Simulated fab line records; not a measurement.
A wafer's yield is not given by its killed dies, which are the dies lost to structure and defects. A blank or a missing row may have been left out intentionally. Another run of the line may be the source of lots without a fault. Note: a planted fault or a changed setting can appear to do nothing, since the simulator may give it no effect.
Which of the tools did it?	flow nand harc	Sampling: 24 lots, 72 wafers, 6 of 1302 route steps

== WHAT EACH GAUGE READ, for each wafer ==
The record holds no reading of a measuring or inspecting step that can be judged against a usual standard deviation.

== EACH LOT AND THE TOOL THAT RAN IT (in order: tool; ch and the chambers of the sampled wafers; start) ==
lot	NHARC_A_STAIRCASE_ETCH_236	NHARC_A_STAIRCASE_STRIP_254	NHARC_A_STAIRCASE_DEP_259	NHARC_A_STAIRCASE_HM_DEP_462	NHARC_A_STAIRCASE_DEP_301	NHARC_A_STAIRCASE_DESCUM_312
L074	rie diel-09 ch 0,1,3, day 16 08:23 or earlier	plasma asher-01 ch 0,1, day 16 08:23	pecvd-02 ch 0,2, day 16 16:00	acl dep-01 ch 0, day 17 01:10	pecvd-04 ch 0,2, day 17 03:04	rie diel-09 ch 0,1,2, day 17 04:04
L075	rie diel-09 ch 1,2, day 16 14:52 or earlier	plasma asher-02 ch 0,1, day 16 14:52	pecvd-04 ch 0,1, day 16 17:49	acl dep-02 ch 0, day 17 03:50	pecvd-03 ch 1,2, day 17 05:24	rie diel-02 ch 2,3, day 17 07:10
L076	rie diel-06 ch 0,1,2, day 17 10:56 or earlier	plasma asher-02 ch 0,1, day 17 10:56	pecvd-04 ch 0,2, day 17 13:34	acl dep-01 ch 0, day 18 01:25	pecvd-02 ch 0,2, day 18 02:59	rie diel-06 ch 0,1,2, day 18 03:59
L078	rie diel-06 ch 1,2,3, day 17 14:01 or earlier	plasma asher-02 ch 0,1, day 17 14:01	pecvd-03 ch 0,1,2, day 17 17:33	acl dep-03 ch 0, day 18 10:19	pecvd-03 ch 0,2, day 18 12:13	rie diel-02 ch 0,2,3, day 18 13:11
L077	rie diel-06 ch 0,1,3, day 17 20:30 or earlier	plasma asher-02 ch 0,1, day 17 20:30	pecvd-02 ch 0,1,2, day 18 01:10	acl dep-01 ch 0, day 18 16:49	pecvd-02 ch 0,1, day 18 18:46	rie diel-09 ch 0,2,3, day 18 19:43
L080	rie diel-02 ch 0,1,3, day 18 01:51 or earlier	plasma asher-02 ch 0,1, day 18 01:51	pecvd-02 ch 0,1, day 18 10:20	acl dep-01 ch 0, day 18 20:35	pecvd-04 ch 1,2, day 18 22:25	rie diel-06 ch 1,2,3, day 18 23:17
L079	rie diel-02 ch 0,3, day 18 03:07 or earlier	plasma asher-02 ch 0,1, day 18 03:07	pecvd-03 ch 0,2, day 18 10:23	acl dep-01 ch 0, day 18 23:02	pecvd-04 ch 0,2, day 19 01:03	rie diel-06 ch 1,2,3, day 19 01:53
L082	rie diel-02 ch 0,2,3, day 19 05:10 or earlier	plasma asher-01 ch 0,1, day 19 05:10	pecvd-04 ch 0,1,2, day 19 10:31	acl dep-01 ch 0, day 19 19:36	pecvd-02 ch 0,1,2, day 19 21:28	rie diel-09 ch 0,1,2, day 19 22:26
L081	rie diel-02 ch 0,1,2, day 19 05:29 or earlier	plasma asher-01 ch 0,1, day 19 05:29	pecvd-04 ch 0,1,2, day 19 10:58	acl dep-02 ch 0, day 19 19:57	pecvd-02 ch 0,1,2, day 19 21:50	rie diel-06 ch 0,2,3, day 19 22:43
L083	rie diel-09 ch 0,2, day 19 19:04 or earlier	plasma asher-02 ch 0,1, day 19 19:04	pecvd-03 ch 0,1,2, day 19 21:43	acl dep-01 ch 0, day 20 10:10	pecvd-04 ch 0,1, day 20 11:26	rie diel-09 ch 0,3, day 20 12:25
L084	rie diel-02 ch 1,3, day 20 17:35 or earlier	plasma asher-02 ch 1, day 20 17:35	pecvd-03 ch 0,1, day 20 20:15	acl dep-02 ch 0, day 21 08:32	pecvd-03 ch 0,1,2, day 21 10:05	rie diel-09 ch 1,2,3, day 21 11:04
L085	rie diel-06 ch 1,2,3, day 20 17:37 or earlier	plasma asher-01 ch 0,1, day 20 17:37	pecvd-04 ch 0,2, day 20 20:18	acl dep-02 ch 0, day 21 05:20	pecvd-02 ch 0,1,2, day 21 07:13	rie diel-02 ch 0,1,3, day 21 08:13
L086	rie diel-06 ch 1,2, day 20 21:22 or earlier	plasma asher-02 ch 1, day 20 21:22	pecvd-02 ch 0,1,2, day 21 00:17	acl dep-01 ch 0, day 21 14:03	pecvd-02 ch 1,2, day 21 15:56	rie diel-02 ch 0,2, day 21 16:55
L088	rie diel-02 ch 1,2, day 22 02:43 or earlier	plasma asher-02 ch 0,1, day 22 02:43	pecvd-04 ch 0,1,2, day 22 05:25	acl dep-01 ch 0, day 22 17:23	pecvd-04 ch 0,2, day 22 19:16	rie diel-06 ch 1,2,3, day 22 20:08
L089	rie diel-06 ch 0,1, day 22 06:58 or earlier	plasma asher-02 ch 0,1, day 22 06:58	pecvd-04 ch 0,1,2, day 22 10:47	acl dep-03 ch 0, day 22 21:32	pecvd-03 ch 0,1,2, day 22 22:51	rie diel-02 ch 0,3, day 22 23:39
L090	rie diel-02 ch 0,1,2, day 22 09:41 or earlier	plasma asher-02 ch 0,1, day 22 09:41	pecvd-04 ch 0,1, day 22 14:27	acl dep-02 ch 0, day 23 02:38	pecvd-02 ch 0,1,2, day 23 04:32	rie diel-06 ch 0,2,3, day 23 05:28
L087	rie diel-02 ch 0,1, day 22 10:59 or earlier	plasma asher-02 ch 0,1, day 22 10:59	pecvd-03 ch 1,2, day 22 16:20	acl dep-03 ch 0, day 23 05:32	pecvd-03 ch 0,2, day 23 07:10	rie diel-06 ch 0,1,3, day 23 07:58
L091	rie diel-02 ch 0,1,2, day 23 14:23 or earlier	plasma asher-01 ch 0,1, day 23 14:23	pecvd-03 ch 1,2, day 23 17:04	acl dep-03 ch 0, day 24 08:55	pecvd-02 ch 0,2, day 24 10:49	rie diel-06 ch 0,2,3, day 24 11:46
L092	rie diel-09 ch 1,2,3, day 23 16:04 or earlier	plasma asher-02 ch 0,1, day 23 16:04	pecvd-02 ch 1,2, day 23 18:47	acl dep-03 ch 0, day 24 12:37	pecvd-02 ch 0,1,2, day 24 14:30	rie diel-02 ch 0,1,3, day 24 15:28
L093	rie diel-09 ch 1,2,3, day 23 21:10 or earlier	plasma asher-02 ch 0,1, day 23 21:10	pecvd-02 ch 0,1,2, day 24 05:24	acl dep-03 ch 0, day 24 16:40	pecvd-02 ch 0,2, day 24 18:14	rie diel-06 ch 0,1,3, day 24 19:06
L094	rie diel-06 ch 2,3, day 24 21:23 or earlier	plasma asher-02 ch 0,1, day 24 21:23	pecvd-04 ch 1,2, day 25 00:04	acl dep-03 ch 0, day 25 15:27	pecvd-04 ch 0,1, day 25 16:46	rie diel-02 ch 1,2, day 25 17:43
L096	rie diel-06 ch 1,2, day 25 05:47 or earlier	plasma asher-01 ch 0,1, day 25 05:47	pecvd-04 ch 0,1,2, day 25 08:43	acl dep-02 ch 0, day 25 22:47	pecvd-04 ch 0,1,2, day 25 23:49	rie diel-09 ch 0,1, day 26 00:35
L095	rie diel-09 ch 1,2,3, day 25 06:27 or earlier	plasma asher-01 ch 0,1, day 25 06:27	pecvd-04 ch 0,1, day 25 09:07	acl dep-03 ch 0, day 25 22:14	pecvd-04 ch 1,2, day 26 00:05	rie diel-09 ch 0,2,3, day 26 01:05
L097	rie diel-09 ch 2,3, day 25 19:40 or earlier	plasma asher-02 ch 0, day 25 19:40	pecvd-04 ch 1,2, day 25 22:22	acl dep-01 ch 0, day 26 11:02	pecvd-03 ch 1,2, day 26 12:54	rie diel-09 ch 0,1,2, day 26 13:54
- NHARC_A_STAIRCASE_ETCH_236: etches the open film in C4F8/O2, target depth 100 nm, time 40.5 s.
- NHARC_A_STAIRCASE_STRIP_254: strips in O2.
- NHARC_A_STAIRCASE_DEP_259: deposits SiON, target thk 30 nm.
- NHARC_A_STAIRCASE_HM_DEP_462: deposits aC, target thk 800 nm.
- NHARC_A_STAIRCASE_DEP_301: deposits SiON, target thk 30 nm.
- NHARC_A_STAIRCASE_DESCUM_312: chemistry O2, time 3 s.

== AS READ BY THE TOOLS THEMSELVES (means over the sampled wafers that have a number; for cases with no such wafer, the mark the record gives instead) ==
NHARC_A_STAIRCASE_ETCH_236. Usual: oes product au 0.944 a.u., standard deviation 0.01; rf vpp V 897 V, standard deviation 5.5.
lot	tool	oes product au (a.u.)	rf vpp V (V)	flag
L074	rie diel-09	0.941	900	
L075	rie diel-09	0.949	897	
L076	rie diel-06	0.938	896	
L078	rie diel-06	0.945	897	
L077	rie diel-06	0.947	895	
L080	rie diel-02	0.937	896	
L079	rie diel-02	0.957	901	
L082	rie diel-02	0.942	900	
L081	rie diel-02	0.938	892	
L083	rie diel-09	0.953	897	
L084	rie diel-02	0.955	900	
L085	rie diel-06	0.947	897	
L086	rie diel-06	0.940	898	
L088	rie diel-02	0.951	893	
L089	rie diel-06	0.933	893	
L090	rie diel-02	0.943	892	
L087	rie diel-02	0.947	890	
L091	rie diel-02	0.945	892	
L092	rie diel-09	0.938	897	
L093	rie diel-09	0.947	897	
L094	rie diel-06	0.942	898	
L096	rie diel-06	0.944	897	
L095	rie diel-09	0.924	897	
L097	rie diel-09	0.942	894	

NHARC_A_STAIRCASE_STRIP_254. Usual: drypump motor current A 5.9 A, standard deviation 0.63; heater power w 362 W, standard deviation 40.
lot	tool	drypump motor current A (A)	heater power w (W)	flag
L074	plasma asher-01	5.7	382	
L075	plasma asher-02	6.1	376	
L076	plasma asher-02	6.2	373	
L078	plasma asher-02	6.1	374	
L077	plasma asher-02	5.7	334	
L080	plasma asher-02	5.7	341	
L079	plasma asher-02	6.2	374	
L082	plasma asher-01	5.7	377	
L081	plasma asher-01	5.9	389	
L083	plasma asher-02	5.7	338	
L084	plasma asher-02	6.6	380	
L085	plasma asher-01	5.7	381	
L086	plasma asher-02	6.7	381	
L088	plasma asher-02	5.7	333	
L089	plasma asher-02	6.2	366	
L090	plasma asher-02	6.1	357	
L087	plasma asher-02	6.1	360	
L091	plasma asher-01	6.0	400	
L092	plasma asher-02	5.7	337	
L093	plasma asher-02	6.1	355	
L094	plasma asher-02	6.2	362	
L096	plasma asher-01	5.7	378	
L095	plasma asher-01	5.9	397	
L097	plasma asher-02	5.2	322	

NHARC_A_STAIRCASE_DEP_259. Usual: heater power outer w 467 W, standard deviation 48; heater power w 771 W, standard deviation 64.
lot	tool	heater power outer w (W)	heater power w (W)	flag
L074	pecvd-02	501	768	
L075	pecvd-04	419	703	
L076	pecvd-04	459	785	
L078	pecvd-03	462	758	
L077	pecvd-02	452	721	
L080	pecvd-02	455	691	
L079	pecvd-03	483	783	
L082	pecvd-04	478	788	
L081	pecvd-04	495	834	
L083	pecvd-03	524	822	
L084	pecvd-03	410	695	
L085	pecvd-04	437	764	
L086	pecvd-02	468	730	
L088	pecvd-04	470	782	
L089	pecvd-04	497	838	
L090	pecvd-04	504	821	
L087	pecvd-03	517	825	
L091	pecvd-03	487	781	
L092	pecvd-02	384	676	
L093	pecvd-02	461	752	
L094	pecvd-04	410	727	
L096	pecvd-04	445	756	
L095	pecvd-04	496	806	
L097	pecvd-04	454	772	

NHARC_A_STAIRCASE_HM_DEP_462. Usual: 35.001 % for throttle valve pct, sd 0.009.
lot	tool	throttle valve pct (%)	flag
L074	acl dep-01	34.996	
L075	acl dep-02	34.998	
L076	acl dep-01	35.000	
L078	acl dep-03	34.997	
L077	acl dep-01	34.997	
L080	acl dep-01	35.004	
L079	acl dep-01	35.001	
L082	acl dep-01	34.996	
L081	acl dep-02	35.006	
L083	acl dep-01	35.003	
L084	acl dep-02	34.992	
L085	acl dep-02	35.005	
L086	acl dep-01	35.005	
L088	acl dep-01	35.004	
L089	acl dep-03	35.000	
L090	acl dep-02	35.005	
L087	acl dep-03	35.001	
L091	acl dep-03	35.014	
L092	acl dep-03	35.002	
L093	acl dep-03	35.003	
L094	acl dep-03	35.009	
L096	acl dep-02	34.998	
L095	acl dep-03	35.003	
L097	acl dep-01	34.999	

NHARC_A_STAIRCASE_DEP_301. Usual: heater power outer w 468 W, standard deviation 48; heater power w 768 W, standard deviation 65.
lot	tool	heater power outer w (W)	heater power w (W)	flag
L074	pecvd-04	510	839	
L075	pecvd-03	520	820	
L076	pecvd-02	512	782	
L078	pecvd-03	526	862	
L077	pecvd-02	463	726	
L080	pecvd-04	463	798	
L079	pecvd-04	479	813	
L082	pecvd-02	403	662	
L081	pecvd-02	480	759	
L083	pecvd-04	431	725	
L084	pecvd-03	492	790	
L085	pecvd-02	461	742	
L086	pecvd-02	425	715	
L088	pecvd-04	459	794	
L089	pecvd-03	495	800	
L090	pecvd-02	468	759	
L087	pecvd-03	462	773	
L091	pecvd-02	486	756	
L092	pecvd-02	426	707	
L093	pecvd-02	443	697	
L094	pecvd-04	466	759	
L096	pecvd-04	517	841	
L095	pecvd-04	483	795	
L097	pecvd-03	451	733	

NHARC_A_STAIRCASE_DESCUM_312. Usual: drypump motor current A 5.6 A, standard deviation 0.3; oes product au 1.001 a.u., standard deviation 0.0066; rf vpp V 57.8 V, standard deviation 0.94; showerhead plenum p Torr 1.92 Torr, standard deviation 0.082; throttle valve pct 11.311 %, standard deviation 0.0095.
lot	tool	drypump motor current A (A)	oes product au (a.u.)	rf vpp V (V)	showerhead plenum p Torr (Torr)	throttle valve pct (%)	flag
L074	rie diel-09	5.8	1.007	56.8	1.97	11.315	
L075	rie diel-02	5.5	0.996	58.2	1.89	11.309	
L076	rie diel-06	5.8	1.005	58.4	1.91	11.304	
L078	rie diel-02	5.4	0.995	58.5	1.95	11.304	
L077	rie diel-09	5.6	0.995	57.4	1.93	11.313	
L080	rie diel-06	5.6	1.007	58.2	1.93	11.304	
L079	rie diel-06	5.6	1.005	58.3	1.93	11.305	
L082	rie diel-09	5.7	1.001	57.6	1.96	11.323	
L081	rie diel-06	5.9	0.999	56.8	1.96	11.320	
L083	rie diel-09	5.4	1.004	58.1	1.93	11.308	
L084	rie diel-09	5.5	1.006	57.7	1.93	11.314	
L085	rie diel-02	5.3	0.997	58.5	1.90	11.314	
L086	rie diel-02	5.5	1.008	58.0	1.90	11.311	
L088	rie diel-06	5.6	1.001	58.5	1.92	11.313	
L089	rie diel-02	5.2	0.996	57.0	1.90	11.309	
L090	rie diel-06	5.9	1.002	58.7	1.95	11.303	
L087	rie diel-06	5.8	1.005	57.5	1.88	11.324	
L091	rie diel-06	5.9	0.999	58.0	1.95	11.308	
L092	rie diel-02	5.3	0.998	57.8	1.89	11.316	
L093	rie diel-06	5.8	1.005	57.2	1.87	11.310	
L094	rie diel-02	5.7	1.003	57.8	1.88	11.309	
L096	rie diel-09	5.8	1.002	58.4	1.98	11.311	
L095	rie diel-09	5.6	1.000	57.0	1.91	11.309	
L097	rie diel-09	5.8	0.999	58.4	1.95	11.307	

== THE ANSWER, worked out from the rows above alone ==
Rule: take the mean of a lot's wafers that have a number; if it is more than 3 standard deviations from the usual mean, the lot is off. Also off: a lot with no number at a reading for which 4 or more lots have one. The other lots that the step has rows for count as sound. Order of review: gauges by route order, followed by the tools' own readings, for which a lot's mean as printed above is used. At the first step where some lot is off, the reading lying furthest off is the one used; lots without a number count as furthest.
None of the lots is off at any reading shown; this tells nothing.

== WHAT THE SIMULATOR HAD INSERTED ==
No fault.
